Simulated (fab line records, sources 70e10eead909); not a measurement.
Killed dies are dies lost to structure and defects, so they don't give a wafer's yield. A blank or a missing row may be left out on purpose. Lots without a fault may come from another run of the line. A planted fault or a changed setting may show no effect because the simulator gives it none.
Which tool did it? | flow nand_harc | 13 lots, 39 wafers sampled, at 6 steps of a route of 1159

WHAT THE GAUGES READ, wafer by wafer
NHARC_P_CONTACT_CD_MEAS_12: target cd 90 nm.
lot  | measured     | on        | cd_nm (nm)
L933 | day 5 21:46  | cd_sem-02 | 89.3 88.9 89.7
L934 | day 6 03:47  | cd_sem-02 | 89.7 90.5 91.4
L936 | day 6 09:56  | cd_sem-02 | 90.4 89.7 90.4
L937 | day 6 18:51  | cd_sem-02 | 89.4 89.6 89.6
L938 | day 7 02:13  | cd_sem-01 | 90.2 90.2 90.1
L939 | day 7 04:32  | cd_sem-03 | 91.6 90.4 90.6
L942 | day 7 22:53  | cd_sem-01 | 89.9 90.7 90.6
L941 | day 7 23:22  | cd_sem-02 | 89.6 90.4 90.3
L943 | day 8 20:20  | cd_sem-03 | 90.3 89.9 90.3
L946 | day 8 21:31  | cd_sem-02 | 90.2 91.0 90.2
L944 | day 8 22:36  | cd_sem-02 | 89.5 90.2 90.7
L945 | day 9 03:37  | cd_sem-03 | 92.1 92.8 92.5
L955 | day 11 07:58 | cd_sem-02 | 90.4 90.2 91.3

NHARC_END_SORT_01.
lot  | measured     | on        | killed_at_array | killed_at_other | killed_at_periphery | killed_dies | killed_open | killed_short
L943 | day 22 09:56 | prober-02 | 38 43 39        | 0 1 1           | 8 8 7               | 46 52 47    | 3 5 4       | 1 3 2
L946 | day 22 18:23 | prober-01 | 18 22 13        | 0 1 3           | 3 2 2               | 21 25 18    | 2 8 2       | 4 0 0
L945 | day 23 06:19 | prober-02 | 26 18 19        | 0 0 1           | 3 0 1               | 29 18 21    | 3 2 3       | 4 1 1

WHICH TOOL RAN EACH LOT (tool, then ch and the chambers of the sampled wafers, then the start)
lot  | NHARC_P_CONTACT_DEP_30         | NHARC_P_CONTACT_CMP_01        | NHARC_P_CONTACT_EXPOSE_09          | NHARC_P_CONTACT_ETCH_35
L933 | pecvd-01 ch 0,1, day 5 20:16   | cmp-04 ch 1,2, day 5 20:58    | arfi_scanner-02 ch 0, day 5 21:38  | rie_diel-02 ch 0,2,3, day 5 22:03
L934 | pecvd-02 ch 0,2, day 6 02:22   | cmp-03 ch 0,1,3, day 6 03:08  | arfi_scanner-02 ch 0, day 6 03:38  | rie_diel-02 ch 1,2,3, day 6 04:04
L936 | pecvd-01 ch 1,2, day 6 08:23   | cmp-03 ch 0,1,2, day 6 09:06  | arfi_scanner-02 ch 0, day 6 09:47  | rie_diel-09 ch 0,2,3, day 6 10:12
L937 | pecvd-02 ch 0,1,2, day 6 17:23 | cmp-03 ch 0,1, day 6 18:05    | arfi_scanner-02 ch 0, day 6 18:42  | rie_diel-02 ch 0,2,3, day 6 19:08
L938 | pecvd-03 ch 1,2, day 7 00:49   | cmp-03 ch 2,3, day 7 01:30    | arfi_scanner-02 ch 0, day 7 02:05  | rie_diel-02 ch 0,2, day 7 02:30
L939 | pecvd-02 ch 0,1, day 7 03:06   | cmp-04 ch 2,3, day 7 03:49    | arfi_scanner-02 ch 0, day 7 04:23  | rie_diel-09 ch 0,2,3, day 7 04:49
L942 | pecvd-03 ch 0,2, day 7 21:20   | cmp-04 ch 2,3, day 7 22:03    | arfi_scanner-03 ch 0, day 7 22:45  | rie_diel-09 ch 1,2, day 7 23:10
L941 | pecvd-01 ch 1,2, day 7 21:49   | cmp-04 ch 0,1,2, day 7 22:31  | arfi_scanner-02 ch 0, day 7 23:13  | rie_diel-02 ch 1,3, day 7 23:39
L943 | pecvd-03 ch 1,2, day 8 18:49   | cmp-03 ch 1,3, day 8 19:31    | arfi_scanner-03 ch 0, day 8 20:11  | rie_diel-09 ch 0,1, day 8 20:36
L946 | pecvd-02 ch 0,1, day 8 20:01   | cmp-02 ch 0,2, day 8 20:41    | arfi_scanner-01 ch 0, day 8 21:23  | rie_diel-09 ch 2,3, day 8 21:47
L944 | pecvd-02 ch 1,2, day 8 21:02   | cmp-03 ch 0,2,3, day 8 21:51  | arfi_scanner-03 ch 0, day 8 22:28  | rie_diel-09 ch 0,1,3, day 8 22:53
L945 | pecvd-03 ch 0,1, day 9 02:05   | cmp-02 ch 0,1,3, day 9 02:47  | arfi_scanner-01 ch 0, day 9 03:29  | rie_diel-08 ch 0,1,3, day 9 03:53
L955 | pecvd-03 ch 0,1, day 11 06:26  | cmp-03 ch 0,1,2, day 11 07:08 | arfi_scanner-01 ch 0, day 11 07:50 | rie_diel-09 ch 1,2,3, day 11 08:14
- NHARC_P_CONTACT_DEP_30: deposits SiNx, target thk 30 nm.
- NHARC_P_CONTACT_CMP_01: polishes SiO2, target thk 200 nm.
- NHARC_P_CONTACT_EXPOSE_09: exposes mask P CA, target cd 90 nm.
- NHARC_P_CONTACT_ETCH_35: etches the open film in CF4, target depth 39 nm, time 65 s.

WHAT THE TOOLS THEMSELVES READ (means of the sampled wafers that have a number; where no wafer has one, the mark that the record gives instead)
NHARC_P_CONTACT_DEP_30.
lot  | tool     | heater_power_w (W)
L933 | pecvd-01 | 736
L934 | pecvd-02 | 695
L936 | pecvd-01 | 617
L937 | pecvd-02 | 749
L938 | pecvd-03 | 696
L939 | pecvd-02 | 738
L942 | pecvd-03 | 752
L941 | pecvd-01 | 635
L943 | pecvd-03 | 654
L946 | pecvd-02 | 750
L944 | pecvd-02 | 763
L945 | pecvd-03 | 733
L955 | pecvd-03 | 650

NHARC_P_CONTACT_CMP_01.
lot  | tool   | motor_current_A (A)
L933 | cmp-04 | 11.9
L934 | cmp-03 | 12.1
L936 | cmp-03 | 12.3
L937 | cmp-03 | 12.9
L938 | cmp-03 | 12.2
L939 | cmp-04 | 12.2
L942 | cmp-04 | 11.8
L941 | cmp-04 | 12.5
L943 | cmp-03 | 12.7
L946 | cmp-02 | 10.6
L944 | cmp-03 | 11.9
L945 | cmp-02 | 12.2
L955 | cmp-03 | 12.6

NHARC_P_CONTACT_ETCH_35.
lot  | tool        | cf4_flow_sccm (sccm) | drypump_motor_current_A (A) | oes_product_au (a.u.) | rf_vpp_V (V) | showerhead_plenum_p_Torr (Torr) | throttle_valve_pct (%)
L933 | rie_diel-02 | 150.1                | 5.5                         | 1.002                 | 150.2        | 1.75                            | 13.281
L934 | rie_diel-02 | 150.3                | 5.3                         | 0.997                 | 151.2        | 1.72                            | 13.280
L936 | rie_diel-09 | 150.0                | 6.0                         | 1.009                 | 151.9        | 1.82                            | 13.284
L937 | rie_diel-02 | 150.7                | 5.5                         | 1.004                 | 151.4        | 1.75                            | 13.278
L938 | rie_diel-02 | 150.0                | 5.4                         | 0.997                 | 151.3        | 1.78                            | 13.286
L939 | rie_diel-09 | 150.0                | 6.0                         | 1.003                 | 151.7        | 1.82                            | 13.281
L942 | rie_diel-09 | 150.8                | 6.4                         | 0.995                 | 152.3        | 1.81                            | 13.292
L941 | rie_diel-02 | 150.0                | 5.3                         | 1.008                 | 150.0        | 1.69                            | 13.286
L943 | rie_diel-09 | 149.7                | 6.3                         | 0.999                 | 152.2        | 1.80                            | 13.281
L946 | rie_diel-09 | 150.2                | 6.0                         | 0.993                 | 153.0        | 1.84                            | 13.278
L944 | rie_diel-09 | 150.0                | 6.1                         | 0.997                 | 151.8        | 1.81                            | 13.280
L945 | rie_diel-08 | 150.2                | 5.6                         | 1.009                 | 150.7        | 1.71                            | 13.279
L955 | rie_diel-09 | 149.3                | 6.2                         | 0.998                 | 152.0        | 1.82                            | 13.280

THE ANSWER, worked out from the rows above alone
Rule: what is usual is taken from the lots themselves. Put in order of their means at a reading, lots are off if they are a third of the lots or fewer, leave a main group of 4 or more, and stand apart from it by a gap of 3 or more times the standard deviation of the main group's means; of several such gaps the widest counts. A main group whose means are all the same, to the digits that the tables above print for the reading, isn't used. A lot without any number at a reading at which 4 lots or more have one is off too. The other lots that the step has rows for count as sound. The gauges are gone through in route order, then the tools' own readings, and for those a lot's mean is taken as printed above. The first step at which some lot is off is used, and at that step the reading that is off furthest; a lot without a number counts as furthest.
Off: L945, at NHARC_P_CONTACT_CD_MEAS_12 (cd_nm). The main group: mean 90.2 nm, standard deviation 0.42.
A tool fits if, at a process step before that reading, it ran every lot that is off, and no sound lot after the first of them. The gauges at NHARC_P_CONTACT_CD_MEAS_12 are tried like those tools. Can't be told from this: 2 tools fit, cmp-02 at NHARC_P_CONTACT_CMP_01, cd_sem-03 at NHARC_P_CONTACT_CD_MEAS_12.

WHAT THE SIMULATOR HAD PUT IN
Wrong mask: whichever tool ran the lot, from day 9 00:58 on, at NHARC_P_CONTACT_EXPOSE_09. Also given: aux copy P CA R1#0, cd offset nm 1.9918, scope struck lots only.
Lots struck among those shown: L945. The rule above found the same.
